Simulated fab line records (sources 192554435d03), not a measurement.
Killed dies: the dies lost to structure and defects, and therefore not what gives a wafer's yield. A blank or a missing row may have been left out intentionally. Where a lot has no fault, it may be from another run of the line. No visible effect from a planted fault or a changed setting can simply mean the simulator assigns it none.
fab line records -- flow n5-finfet
[record] lots = 7, wafers = 39
route steps=1938 shown ZERO_LAYER@4 SD_EPI_N@273 HKMG_FIN@403 MOL_CONTACT_COAG@559 BEOL_M0_SAQP@673
start-h: hours from the record's first day to the start of the lot's first wafer shown -- wait-h: how many hours have passed since the lot's step before this one -- " same as the row above -- L1.1+2: a row that stands for several wafers -- - no value present, or no start provided -- * or withheld: withheld -- < > ~ a bound
route shown NAME@n: a module of which the file shows steps, and the number in the route of the first -- usual: mean/standard deviation of fault-free wafers -- same: alike in all rows -- chamber/n: place in a boat -- sites: per-site readings -- _std_site: their standard deviation -- _edge_site: outer sites' mean less inner sites' -- radius-mm: how far each site lies from the wafer's centre -- mask NAME#n: copy n -- behind: the most recent tool/chamber to have shaped the wafer -- hold: the reason the lot was held/the length of the hold in hours/how it ended -- device: whichever transistor did not switch (one of n, p or np) -- end of line: tests of these same wafers at the route's end -- for a step that has no rows: nothing shown but its recipe -- killed: not the wafer's yield, but the dies lost to structure and defects at the first sort -- map: a wafer's dies, marking killed ones x, the rest . and places with no die _
set.NAME: setting as actually run; set.NAME@STEP: the setting as run at that earlier step -- model.NAME: the simulator's own value behind a step, which no gauge read
one table per step and one row per wafer, for lots whose settings were changed on purpose
[[steps]]
[step N5_ZERO_LAYER_PECVD_02]
[recipe] material = SiO2, target-thk-a = 100, temp-c = 400, precursor = SiH4/N2O, pressure-torr = 0.75, rf-w = 275, time-s = 6
lot.wafer,tool,chamber,start-h,wait-h,set.time-s,model.SiO2_of_ZERO_LAYER_PECVD_02.thk-nm
L078.1,pecvd-04,0,36.29,0.0,6,10.25
L078.2+6,pecvd-04,1,36.29,0.0,6,10.26
L078.3,pecvd-04,0,36.29,0.0,6,10.3
L078.4,pecvd-04,1,36.29,0.0,6,10.29
L078.5,pecvd-04,0,36.29,0.0,6,10.35
L081.1,pecvd-04,0,54.29,0.0,8.194,13.8
L081.2,pecvd-04,2,54.29,0.0,8.194,13.54
L081.3,pecvd-04,1,54.29,0.0,6,10.03
L081.4,pecvd-04,1,54.29,0.0,8.194,13.88
L081.5,pecvd-04,2,54.29,0.0,6,10.18
L081.6,pecvd-04,0,54.29,0.0,6,10.24
L088.1,pecvd-03,0,96.28,0.0,3.603,5.903
L088.2,pecvd-03,1,96.28,0.0,3.603,5.936
L088.3,pecvd-03,2,96.28,0.0,6,9.818
L088.4,pecvd-03,2,96.28,0.0,6,9.965
L088.5,pecvd-03,0,96.28,0.0,3.603,5.779
L088.6,pecvd-03,1,96.28,0.0,6,9.98
L089.1,pecvd-03,1,102.30,0.0,6,9.972
L089.2,pecvd-03,0,102.30,0.0,6,9.876
L089.3,pecvd-03,2,102.30,0.0,6,10
L089.4,pecvd-03,0,102.30,0.0,6,9.986
L089.5,pecvd-03,1,102.30,0.0,6,9.846
L089.6,pecvd-03,2,102.30,0.0,6,10.19
L092.1,pecvd-04,1,120.28,0.0,6,10.13
L092.2,pecvd-04,2,120.28,0.0,4.387,7.429
L092.3,pecvd-04,0,120.28,0.0,4.387,7.564
L092.4,pecvd-04,0,120.28,0.0,6,10.41
L092.5,pecvd-04,1,120.28,0.0,4.387,7.489
L092.6,pecvd-04,2,120.28,0.0,6,10.19
L093.1,pecvd-03,2,126.30,0.0,6,10.12
L093.2,pecvd-03,1,126.30,0.0,6,10.15
L093.3,pecvd-03,0,126.30,0.0,4.145,6.914
L093.4,pecvd-03,0,126.30,0.0,4.145,7.074
L093.5,pecvd-03,1,126.30,0.0,4.145,7.239
L093.6,pecvd-03,2,126.30,0.0,6,10.25
L096.3,pecvd-02,1,144.28,0.0,6,9.895
L096.4,pecvd-02,1,144.28,0.0,6,10.24
L096.5,pecvd-02,2,144.28,0.0,6,9.853
[step N5_ZERO_LAYER_DEVELOP_10]
[recipe] develop-time-s = 60, rinse-liquid = diw, dry = air-spin, dev-temp-c = 21
lot.wafer,tool,chamber,start-h,wait-h,set.develop-time-s
L078.1+3+4,litho-track-04,0,-,-,60
L078.2+5+6,litho-track-04,0,-,-,46.4
L081.1+4+5,litho-track-02,0,-,-,39.66
L081.2+3+6,litho-track-02,0,-,-,60
L088.1+4+6,litho-track-04,0,-,-,24.28
L088.2+3+5,litho-track-04,0,-,-,60
L089.1+3+5,litho-track-04,0,-,-,48.18
L089.2+4+6,litho-track-04,0,-,-,60
L092.1+2+3,litho-track-02,0,-,-,60
L092.4+5+6,litho-track-02,0,-,-,36.51
L093.1+5+6,litho-track-04,0,-,-,70.87
L093.2+3+4,litho-track-04,0,-,-,60
L096.3+4+5,litho-track-04,0,-,-,60
[step N5_ZERO_LAYER_HARDBAKE_23]
[recipe] temp-c = 130, time-s = 120
[step N5_ZERO_LAYER_CD_MEAS_11]
[recipe] target-cd-nm = 2000, landing-energy-ev = 500, detector = se-inlens
[usual] cd-nm = 2000.3/1.8
lot.wafer,tool,chamber,start-h,wait-h,set.develop-time-s@ZERO_LAYER_DEVELOP_10,cd-nm
L078.1,cd-sem-03,0,36.67,-,60,1999.7
L078.2,cd-sem-03,0,36.67,-,46.4,1998.4
L078.3,cd-sem-03,0,36.67,-,60,2000.7
L078.4,cd-sem-03,0,36.67,-,60,1998.8
L078.5,cd-sem-03,0,36.67,-,46.4,1994.0
L078.6,cd-sem-03,0,36.67,-,46.4,1997.9
L081.1,cd-sem-03,0,54.65,-,39.66,1991.2
L081.2,cd-sem-03,0,54.65,-,60,1999.9
L081.3,cd-sem-03,0,54.65,-,60,2002.4
L081.4,cd-sem-03,0,54.65,-,39.66,1992.8
L081.5,cd-sem-03,0,54.65,-,39.66,1992.3
L081.6,cd-sem-03,0,54.65,-,60,2000.9
L088.1,cd-sem-02,0,96.64,-,24.28,1981.1
L088.2,cd-sem-02,0,96.64,-,60,1999.9
L088.3,cd-sem-02,0,96.64,-,60,2001.3
L088.4,cd-sem-02,0,96.64,-,24.28,1978.5
L088.5,cd-sem-02,0,96.64,-,60,2002.1
L088.6,cd-sem-02,0,96.64,-,24.28,1981.8
L089.1,cd-sem-02,0,102.66,-,48.18,1999.1
L089.2,cd-sem-02,0,102.66,-,60,1999.3
L089.3,cd-sem-02,0,102.66,-,48.18,1994.0
L089.4,cd-sem-02,0,102.66,-,60,1997.4
L089.5,cd-sem-02,0,102.66,-,48.18,1996.7
L089.6,cd-sem-02,0,102.66,-,60,2002.1
L092.1,cd-sem-02,0,120.77,-,60,1998.3
L092.2,cd-sem-02,0,120.77,-,60,1999.3
L092.3,cd-sem-02,0,120.77,-,60,1998.4
L092.4,cd-sem-02,0,120.77,-,36.51,1989.2
L092.5,cd-sem-02,0,120.77,-,36.51,1989.2
L092.6,cd-sem-02,0,120.77,-,36.51,1988.4
L093.1,cd-sem-02,0,126.66,-,70.87,2001.7
L093.2,cd-sem-02,0,126.66,-,60,1998.1
L093.3,cd-sem-02,0,126.66,-,60,2001.9
L093.4,cd-sem-02,0,126.66,-,60,2000.5
L093.5,cd-sem-02,0,126.66,-,70.87,2003.9
L093.6,cd-sem-02,0,126.66,-,70.87,2002.8
L096.3,cd-sem-01,0,144.64,-,60,1998.0
L096.4,cd-sem-01,0,144.64,-,60,1998.3
L096.5,cd-sem-01,0,144.64,-,60,1999.7
[step N5_ZERO_LAYER_DESCUM_16]
[recipe] chemistry = O2, time-s = 7.9, source-power-w = 50, bias-power-w = 20, pressure-mtorr = 20, rf-frequency-hz = 2.712e+07, temp-c = 40, o2-flow-sccm = 225
lot.wafer,tool,chamber,start-h,wait-h,set.develop-time-s@ZERO_LAYER_DEVELOP_10,model.ZERO_LAYER.cd-nm
L078.1,rie-diel-05,1,36.97,0.3,60,2000
L078.2,rie-diel-05,0,36.97,0.3,46.4,1998
L078.3,rie-diel-05,3,36.97,0.3,60,2001
L078.4,rie-diel-05,1,36.97,0.3,60,1999
L078.5,rie-diel-05,3,36.97,0.3,46.4,1994
L078.6,rie-diel-05,0,36.97,0.3,46.4,1997
L081.1+5,rie-diel-01,"0,1",54.69,0.0,39.66,1992
L081.2,rie-diel-01,3,54.69,0.0,60,2000
L081.3,rie-diel-01,1,54.69,0.0,60,2002
L081.4,rie-diel-01,2,54.69,0.0,39.66,1993
L081.6,rie-diel-01,2,54.69,0.0,60,2001
L088.1,rie-diel-01,2,96.68,0.0,24.28,1981
L088.2,rie-diel-01,0,96.68,0.0,60,2000
L088.3,rie-diel-01,1,96.68,0.0,60,2001
L088.4,rie-diel-01,3,96.68,0.0,24.28,1979
L088.5,rie-diel-01,1,96.68,0.0,60,2002
L088.6,rie-diel-01,0,96.68,0.0,24.28,1982
L089.1,rie-diel-05,0,102.70,0.0,48.18,1999
L089.2,rie-diel-05,2,102.70,0.0,60,1999
L089.3,rie-diel-05,3,102.70,0.0,48.18,1994
L089.4,rie-diel-05,1,102.70,0.0,60,1997
L089.5,rie-diel-05,1,102.70,0.0,48.18,1997
L089.6,rie-diel-05,0,102.70,0.0,60,2002
L092.1,rie-diel-01,3,121.03,0.3,60,1998
L092.2,rie-diel-01,1,121.03,0.3,60,2000
L092.3,rie-diel-01,2,121.03,0.3,60,1999
L092.4+5,rie-diel-01,0,121.03,0.3,36.51,1989
L092.6,rie-diel-01,3,121.03,0.3,36.51,1988
L093.1,rie-diel-05,0,126.97,0.3,70.87,2001
L093.2,rie-diel-05,3,126.97,0.3,60,1998
L093.3,rie-diel-05,1,126.97,0.3,60,2002
L093.4,rie-diel-05,2,126.97,0.3,60,2001
L093.5,rie-diel-05,3,126.97,0.3,70.87,2004
L093.6,rie-diel-05,2,126.97,0.3,70.87,2003
L096.3,rie-diel-02,1,144.79,0.1,60,1998
L096.4,rie-diel-02,0,144.79,0.1,60,1999
L096.5,rie-diel-02,3,144.79,0.1,60,2000
[step N5_SD_EPI_N_DESCUM_14]
[recipe] chemistry = O2, time-s = 7.9, source-power-w = 50, bias-power-w = 20, pressure-mtorr = 20, rf-frequency-hz = 2.712e+07, temp-c = 40, resist = CAR-ArF-block, o2-flow-sccm = 225
lot.wafer,tool,chamber,start-h,wait-h,set.time-s,model.CAR-ArF-block_of_SD_EPI_N_COAT_03.thk-nm
L078.1+5,rie-diel-06,0,76.67,0.0,10.66,142.2
L078.2,rie-diel-06,1,76.67,0.0,10.66,142.4
L078.3,rie-diel-06,2,76.67,0.0,7.9,143.6
L078.4,rie-diel-06,3,76.67,0.0,7.9,143.4
L078.6,rie-diel-06,3,76.67,0.0,7.9,143.8
L081.1+2+4,rie-diel-04,"2,3,1",93.08,0.0,7.9,143.2
L081.3+5,rie-diel-04,"0,2",93.08,0.0,7.9,143.4
L081.6,rie-diel-04,1,93.08,0.0,7.9,142.8
L088.1+3,rie-diel-06,"2,0",134.20,0.0,4.514,145.2
L088.2,rie-diel-06,1,134.20,0.0,7.9,143.4
L088.4,rie-diel-06,3,134.20,0.0,7.9,143.6
L088.5,rie-diel-06,1,134.20,0.0,4.514,145.4
L088.6,rie-diel-06,0,134.20,0.0,7.9,144.2
L089.1+4,rie-diel-06,1,140.11,0.3,10.97,141.8
L089.2,rie-diel-06,0,140.11,0.3,7.9,144
L089.3,rie-diel-06,2,140.11,0.3,10.97,142
L089.5,rie-diel-06,0,140.11,0.3,7.9,143.8
L089.6,rie-diel-06,2,140.11,0.3,7.9,143.4
L092.1+5,rie-diel-03,"0,3",159.27,0.0,7.9,143.6
L092.2,rie-diel-03,3,159.27,0.0,7.9,143.8
L092.3+4+6,rie-diel-03,"1,2,2",159.27,0.0,3.995,146.2
L093.1+3,rie-diel-03,"1,2",165.54,0.1,7.9,142.8
L093.2+4+6,rie-diel-03,"3,0,2",165.54,0.1,7.9,142.4
L093.5,rie-diel-03,3,165.54,0.1,7.9,142.6
L096.3,rie-diel-03,0,182.96,0.0,7.9,143.6
L096.4,rie-diel-03,3,182.96,0.0,7.9,144
L096.5,rie-diel-03,3,182.96,0.0,7.9,144.4
[step N5_SD_EPI_N_ETCH_34]
[recipe] chemistry = CF4, target = SiARC, target-depth-a = 455, mask-material = CAR-ArF-block, time-s = 75.8, ion-energy-ev = 80, pressure-mtorr = 40, source-w = 545, bias-w = 36, Ar_flow_sccm = 100, cf4-flow-sccm = 100, ends = cleared
lot.wafer,tool,chamber,start-h,wait-h,set.time-s@SD_EPI_N_DESCUM_14,model.CAR-ArF-block_of_SD_EPI_N_COAT_03.thk-nm
L078.1+2,rie-diel-06,"0,1",76.70,0.0,10.66,109.8
L078.3+4,rie-diel-06,"2,3",76.70,0.0,7.9,111
L078.5,rie-diel-06,0,76.70,0.0,10.66,109.6
L078.6,rie-diel-06,3,76.70,0.0,7.9,111.4
L081.1,rie-diel-04,2,93.11,0.0,7.9,110.4
L081.2+4,rie-diel-04,"3,1",93.11,0.0,7.9,110.6
L081.3+5,rie-diel-04,"0,2",93.11,0.0,7.9,110.8
L081.6,rie-diel-04,1,93.11,0.0,7.9,110.2
L088.1+3,rie-diel-06,"2,0",134.24,0.0,4.514,112.6
L088.2,rie-diel-06,1,134.24,0.0,7.9,111
L088.4,rie-diel-06,3,134.24,0.0,7.9,111.2
L088.5,rie-diel-06,1,134.24,0.0,4.514,112.8
L088.6,rie-diel-06,0,134.24,0.0,7.9,111.6
L089.1,rie-diel-06,1,140.14,0.0,10.97,109.2
L089.2,rie-diel-06,0,140.14,0.0,7.9,111.6
L089.3+4,rie-diel-06,"2,1",140.14,0.0,10.97,109.4
L089.5,rie-diel-06,0,140.14,0.0,7.9,111.2
L089.6,rie-diel-06,2,140.14,0.0,7.9,111
L092.1+2,rie-diel-03,"0,3",159.30,0.0,7.9,111.2
L092.3,rie-diel-03,1,159.30,0.0,3.995,113.6
L092.4+6,rie-diel-03,2,159.30,0.0,3.995,113.8
L092.5,rie-diel-03,3,159.30,0.0,7.9,111
L093.1,rie-diel-03,1,165.57,0.0,7.9,110.6
L093.2+4+5,rie-diel-03,"3,0,3",165.57,0.0,7.9,110.2
L093.3,rie-diel-03,2,165.57,0.0,7.9,110.4
L093.6,rie-diel-03,2,165.57,0.0,7.9,110
L096.3,rie-diel-03,0,183.00,0.0,7.9,111
L096.4,rie-diel-03,3,183.00,0.0,7.9,111.4
L096.5,rie-diel-03,3,183.00,0.0,7.9,111.8
[step N5_HKMG_FIN_ETCH_55]
[recipe] chemistry = N2/H2, target = SOC, target-depth-a = 2400, temp-c = 40, time-s = 300, ion-energy-ev = 200, mask-material = SiARC, pressure-mtorr = 30, source-w = 840, bias-w = 150, n2-flow-sccm = 200, h2-flow-sccm = 200
lot.wafer,tool,chamber,start-h,wait-h,set.time-s,model.HKMG_FIN.feature-depth-nm,model.etch.depth-nm,model.SiARC_of_HKMG_FIN_COAT_42.thk-nm
L078.1,rie-diel-04,1,99.61,0.0,300,250.4,250.3,20.6
L078.2,rie-diel-04,0,99.61,0.0,421.4,330.8,330.9,15.8
L078.3,rie-diel-04,3,99.61,0.0,421.4,348,347.9,15.2
L078.4,rie-diel-04,2,99.61,0.0,421.4,340.6,340.6,15.6
L078.5,rie-diel-04,0,99.61,0.0,300,235.8,235.9,21.4
L078.6,rie-diel-04,3,99.61,0.0,300,246.8,246.9,20.8
L081.1,rie-diel-04,1,118.76,0.0,371.9,313,312.9,17.2
L081.2,rie-diel-04,0,118.76,0.0,300,238.4,238.3,21.2
L081.3,rie-diel-04,3,118.76,0.0,300,248.8,248.8,20.6
L081.4,rie-diel-04,2,118.76,0.0,300,245,244.9,21
L081.5,rie-diel-04,2,118.76,0.0,371.9,302.8,302.8,17.6
L081.6,rie-diel-04,3,118.76,0.0,371.9,309.4,309.5,17.2
L088.1,rie-diel-04,3,156.02,0.0,300,245.4,245.4,21
L088.2,rie-diel-04,1,156.02,0.0,300,249.4,249.4,20.8
L088.3,rie-diel-04,2,156.02,0.0,191.9,154.2,154.3,26.2
L088.4,rie-diel-04,3,156.02,0.0,191.9,154.8,154.8,26.2
L088.5,rie-diel-04,2,156.02,0.0,191.9,154.6,154.5,26.2
L088.6,rie-diel-04,1,156.02,0.0,300,246,246,21
L089.1,rie-diel-06,3,162.24,0.0,473.3,373.6,373.5,13.6
L089.2,rie-diel-06,1,162.24,0.0,300,241.4,241.4,20.8
L089.3,rie-diel-06,2,162.24,0.0,300,235.6,235.7,21.6
L089.4,rie-diel-06,0,162.24,0.0,300,236.8,236.8,21.2
L089.5,rie-diel-06,0,162.24,0.0,473.3,376,376.1,13.2
L089.6,rie-diel-06,3,162.24,0.0,473.3,372.4,372.4,13.8
L092.1,rie-diel-03,1,181.03,0.0,300,239.6,239.5,21.6
L092.2,rie-diel-03,0,181.03,0.0,155.1,124.6,124.6,28
L092.3,rie-diel-03,3,181.03,0.0,300,248.6,248.6,20.4
L092.4,rie-diel-03,2,181.03,0.0,155.1,126.8,126.7,27.4
L092.5,rie-diel-03,3,181.03,0.0,155.1,129.6,129.5,27.4
L092.6,rie-diel-03,0,181.03,0.0,300,239.6,239.7,21.4
L093.1,rie-diel-06,0,188.29,0.0,300,236.2,236.2,21
L093.2,rie-diel-06,3,188.29,0.0,300,233.8,233.7,21.6
L093.3,rie-diel-06,1,188.29,0.0,300,241.8,241.8,20.6
L093.4,rie-diel-06,2,188.29,0.0,300,231,230.9,21.8
L093.5,rie-diel-06,3,188.29,0.0,300,230.6,230.7,21.6
L093.6,rie-diel-06,0,188.29,0.0,300,236.8,236.8,21
L096.3,rie-diel-06,1,205.48,0.0,300,240,240,21.2
L096.4,rie-diel-06,3,205.48,0.0,300,233.2,233.1,22
L096.5,rie-diel-06,3,205.48,0.0,300,231.6,231.5,22
[step N5_MOL_CONTACT_COAG_ALD_27]
[recipe] material = SiOC, target-thk-a = 170, temp-c = 400, ald-precursor-family = carbosiloxane, ald-co-reactant = H2-plasma, pulse-time-s = 1.5, time-s = 2720, purge-time-s = 2, co-reactant-purge-time-s = 2, ald-cycles = 340, pressure-torr = 2
lot.wafer,tool,chamber,start-h,wait-h,set.ald-cycles,model.SiOC_of_MOL_CONTACT_COAG_ALD_27.thk-nm
L078.1+2+3,ald-sin-01,"3,1,0",121.82,0.0,340,17
L078.4+5+6,ald-sin-01,"2,1,0",121.82,0.0,240,12
L081.1+2+3,ald-sin-01,"2,0,3",139.48,0.2,149,7.4
L081.4,ald-sin-01,1,139.48,0.2,340,17.2
L081.5+6,ald-sin-01,"3,0",139.48,0.2,340,17
L088.1,ald-sin-03,1,180.19,0.0,538,27
L088.2+5+6,ald-sin-03,"0,0,3",180.19,0.0,340,17
L088.3+4,ald-sin-03,"3,2",180.19,0.0,538,26.8
L089.1+2+3+4+5+6,ald-sin-02,"2,3,1,0,3,0",187.36,0.1,340,17
L092.1+2+3+4+5+6,ald-sin-03,"0,1,3,0,1,3",204.44,0.0,340,17
L093.1,ald-sin-03,1,211.27,0.0,340,17
L093.2+4,ald-sin-03,"3,2",211.27,0.0,340,16.8
L093.3+5+6,ald-sin-03,"0,3,0",211.27,0.0,168,8.4
L096.3+4+5,ald-sin-02,"0,3,1",229.14,0.0,340,17.2
[step N5_BEOL_M0_SAQP_ETCH_107]
[recipe] chemistry = CH3F/O2, target = SiNx, target-depth-a = 300, mask-material = SOC, pressure-mtorr = 30, source-w = 395, bias-w = 73, Ar_flow_sccm = 150, CH3F_flow_sccm = 30, O2_flow_sccm = 20, ion-energy-ev = 120
lot.wafer,tool,chamber,start-h,wait-h,set.target-depth-a,model.BEOL_M0_SAQP.feature-depth-nm
L078.1,rie-diel-01,1,136.50,0.0,177.1,18
L078.2,rie-diel-01,0,136.50,0.0,177.1,17.6
L078.3,rie-diel-01,3,136.50,0.0,300,30
L078.4,rie-diel-01,2,136.50,0.0,300,29.6
L078.5,rie-diel-01,0,136.50,0.0,300,29.8
L078.6,rie-diel-01,1,136.50,0.0,177.1,17.8
L081.1+2+6,rie-diel-01,"0,1,3",157.18,0.0,385.3,38.6
L081.3,rie-diel-01,2,157.18,0.0,300,29.2
L081.4,rie-diel-01,3,157.18,0.0,300,30.2
L081.5,rie-diel-01,0,157.18,0.0,300,30
L088.1+2,rie-diel-05,"0,3",194.98,0.0,227.3,23
L088.3+4,rie-diel-05,"2,1",194.98,0.0,300,29.2
L088.5,rie-diel-05,1,194.98,0.0,227.3,22.2
L088.6,rie-diel-05,2,194.98,0.0,300,29.4
L089.1,rie-diel-02,0,203.47,0.0,185.3,19
L089.2,rie-diel-02,1,203.47,0.0,185.3,18.6
L089.3,rie-diel-02,3,203.47,0.0,185.3,18
L089.4,rie-diel-02,2,203.47,0.0,300,29.8
L089.5,rie-diel-02,1,203.47,0.0,300,29.6
L089.6,rie-diel-02,0,203.47,0.0,300,30.4
L092.1+2,rie-diel-01,"1,3",222.69,0.0,387.8,38.8
L092.3,rie-diel-01,2,222.69,0.0,300,29.2
L092.4,rie-diel-01,0,222.69,0.0,300,30
L092.5,rie-diel-01,1,222.69,0.0,300,30.2
L092.6,rie-diel-01,0,222.69,0.0,387.8,38.4
L093.1,rie-diel-05,1,236.48,0.0,451.4,44.2
L093.2,rie-diel-05,2,236.48,0.0,451.4,43.6
L093.3+6,rie-diel-05,0,236.48,0.0,300,30.4
L093.4,rie-diel-05,3,236.48,0.0,300,30.2
L093.5,rie-diel-05,3,236.48,0.0,451.4,45
L096.3,rie-diel-02,0,243.38,0.0,300,30.8
L096.4,rie-diel-02,3,243.38,0.0,300,29.6
L096.5,rie-diel-02,3,243.38,0.0,300,29.2
[[key]]
[split] step = N5_ZERO_LAYER_PECVD_02, setting = time-s, stated = 6, by = wafer
[response] step = N5_ZERO_LAYER_PECVD_02, reading = model.SiO2_of_ZERO_LAYER_PECVD_02.thk-nm, change = +0.1, per = 1%, r = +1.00
[split] step = N5_ZERO_LAYER_DEVELOP_10, setting = develop-time-s, stated = 60, by = wafer
[response] step = N5_ZERO_LAYER_CD_MEAS_11, reading = cd-nm, change = +0.28, per = 1%, r = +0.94
[response] step = N5_ZERO_LAYER_DESCUM_16, reading = model.ZERO_LAYER.cd-nm, change = +0.281, per = 1%, r = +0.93
[split] step = N5_SD_EPI_N_DESCUM_14, setting = time-s, stated = 7.9, by = wafer
[response] step = N5_SD_EPI_N_DESCUM_14, reading = model.CAR-ArF-block_of_SD_EPI_N_COAT_03.thk-nm, change = -0.0442, per = 1%, r = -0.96
[response] step = N5_SD_EPI_N_ETCH_34, reading = model.CAR-ArF-block_of_SD_EPI_N_COAT_03.thk-nm, change = -0.0446, per = 1%, r = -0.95
[split] step = N5_HKMG_FIN_ETCH_55, setting = time-s, stated = 300, by = wafer
[response] step = N5_HKMG_FIN_ETCH_55, reading = model.HKMG_FIN.feature-depth-nm, change = +2.42, per = 1%, r = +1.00
[response] step = N5_HKMG_FIN_ETCH_55, reading = model.etch.depth-nm, change = +2.42, per = 1%, r = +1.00
[response] step = N5_HKMG_FIN_ETCH_55, reading = model.SiARC_of_HKMG_FIN_COAT_42.thk-nm, change = -0.136, per = 1%, r = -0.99
[split] step = N5_MOL_CONTACT_COAG_ALD_27, setting = ald-cycles, stated = 340, by = wafer
[response] step = N5_MOL_CONTACT_COAG_ALD_27, reading = model.SiOC_of_MOL_CONTACT_COAG_ALD_27.thk-nm, change = +0.17, per = 1%, r = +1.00
[split] step = N5_BEOL_M0_SAQP_ETCH_107, setting = target-depth-a, stated = 300, by = wafer
[response] step = N5_BEOL_M0_SAQP_ETCH_107, reading = model.BEOL_M0_SAQP.feature-depth-nm, change = +0.29, per = 1%, r = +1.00
